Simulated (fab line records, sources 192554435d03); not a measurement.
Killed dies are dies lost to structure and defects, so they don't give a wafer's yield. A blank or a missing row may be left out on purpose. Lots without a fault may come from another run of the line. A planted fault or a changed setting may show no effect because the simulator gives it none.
Which tool did it? | flow n5_finfet | 12 lots, 36 wafers sampled, at 2 steps of a route of 1938

WHAT THE GAUGES READ, wafer by wafer
N5_BEOL_M2_OCD_MEAS_38.
lot  | measured     | on     | trench_depth_nm (nm)
L075 | day 7 22:03  | ocd-02 | 53.8 55.2 54.0
L078 | day 8 01:08  | ocd-01 | 55.1 54.1 53.4
L077 | day 8 05:31  | ocd-01 | 55.6 55.5 54.1
L080 | day 8 09:50  | ocd-02 | 52.5 55.1 53.7
L083 | day 9 01:16  | ocd-02 | 53.2 55.6 52.7
L085 | day 10 09:22 | ocd-02 | 54.4 55.8 56.2
L087 | day 10 22:02 | ocd-02 | 52.8 55.3 55.4
L090 | day 11 06:53 | ocd-01 | 54.1 56.2 56.0
L091 | day 11 10:48 | ocd-02 | 56.1 54.7 55.7
L093 | day 11 20:07 | ocd-02 | 54.6 52.6 54.6
L095 | day 12 10:52 | ocd-02 | 53.9 56.8 54.1
L097 | day 13 01:19 | ocd-02 | 54.4 53.4 55.0

WHICH TOOL RAN EACH LOT (tool, then ch and the chambers of the sampled wafers, then the start)
lot  | N5_BEOL_M2_ALD_98
L075 | ald_sin-02 ch 0,1,3, day 7 01:42
L078 | ald_sin-01 ch 1,2, day 7 21:00
L077 | ald_sin-04 ch 0,2, day 8 03:51
L080 | ald_sin-02 ch 0,1,3, day 8 06:46
L083 | ald_sin-04 ch 0,2,3, day 8 22:55
L085 | ald_sin-04 ch 0,3, day 9 22:09
L087 | ald_sin-01 ch 0,2,3, day 10 21:02
L090 | ald_sin-04 ch 0,1,3, day 11 00:52
L091 | ald_sin-01 ch 0,2,3, day 11 03:39
L093 | ald_sin-01 ch 0,1, day 11 13:59
L095 | ald_sin-02 ch 0,1,2, day 12 09:42
L097 | ald_sin-01 ch 1,2, day 12 22:46
- N5_BEOL_M2_ALD_98: deposits SiO2, target thk 2.5 nm, pulse time 1 s, co reactant pulse time 1 s.

THE ANSWER, worked out from the rows above alone
Rule: what is usual is taken from the lots themselves. Put in order of their means at a reading, lots are off if they are a third of the lots or fewer, leave a main group of 4 or more, and stand apart from it by a gap of 3 or more times the standard deviation of the main group's means; of several such gaps the widest counts. A main group whose means are all the same, to the digits that the tables above print for the reading, isn't used. A lot without any number at a reading at which 4 lots or more have one is off too. The other lots that the step has rows for count as sound.
No lot is off at any reading shown: from this, nothing can be told.

WHAT THE SIMULATOR HAD PUT IN
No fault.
